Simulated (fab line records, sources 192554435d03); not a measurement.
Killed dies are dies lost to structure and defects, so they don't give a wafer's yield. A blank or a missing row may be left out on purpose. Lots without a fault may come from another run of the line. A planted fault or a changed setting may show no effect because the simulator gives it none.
Chamber matching | flow n5_finfet | N5_ZERO_LAYER_ETCH_17 on rie_diel-05: 4 sister chambers
The step etches SiO2 in CF4, target depth 12 nm, time 13.3 s. 8 wafers are shown with their chamber, then 7 later ones without.

WAFERS WITH THEIR CHAMBER
wafer  | chamber | drypump_motor_current_A (A) | throttle_valve_pct (%)
L080.4 | 1       | 5.1                         | 15.39
L085.2 | 2       | 5.9                         | 15.42
L085.5 | 0       | 5.3                         | 15.58
L088.1 | 0       | 5.3                         | 15.55
L088.2 | 1       | 5.1                         | 15.42
L088.3 | 3       | 6.3                         | 16.06
L090.1 | 3       | 6.3                         | 16.06
L090.2 | 2       | 5.8                         | 15.43

WAFERS WITHOUT THEIR CHAMBER
wafer  | drypump_motor_current_A (A) | throttle_valve_pct (%)
L090.6 | 5.9                         | 15.43
L092.2 | 5.3                         | 15.61
L092.4 | 5.3                         | 15.59
L092.6 | 6.3                         | 16.07
L095.4 | 5.3                         | 15.60
L095.5 | 5.9                         | 15.44
L095.6 | 5.1                         | 15.45

WHICH CHAMBER EACH WENT THROUGH
wafer  | from the rows above | in truth
L090.6 | 2                   | 2
L092.2 | 0                   | 0
L092.4 | 0                   | 0
L092.6 | 3                   | 3
L095.4 | 0                   | 0
L095.5 | 2                   | 2
L095.6 | 1                   | 1
Placed correctly: 7 of 7. Can't be placed from these rows: 0. Placed wrongly: 0.
How it was worked out, from the rows above alone: a wafer's distance from a chamber is the root of the sum, over the readings, of the square of ((its reading less the chamber's mean) divided by the reading's scatter). The wafer belongs to the nearest chamber; if the next one is less than 2 further off, it can't be placed. A chamber's mean is the mean of its shown wafers. The scatter: the root of (the sum of the squares of (reading less its chamber's mean) over the shown wafers, divided by (wafers less chambers)).
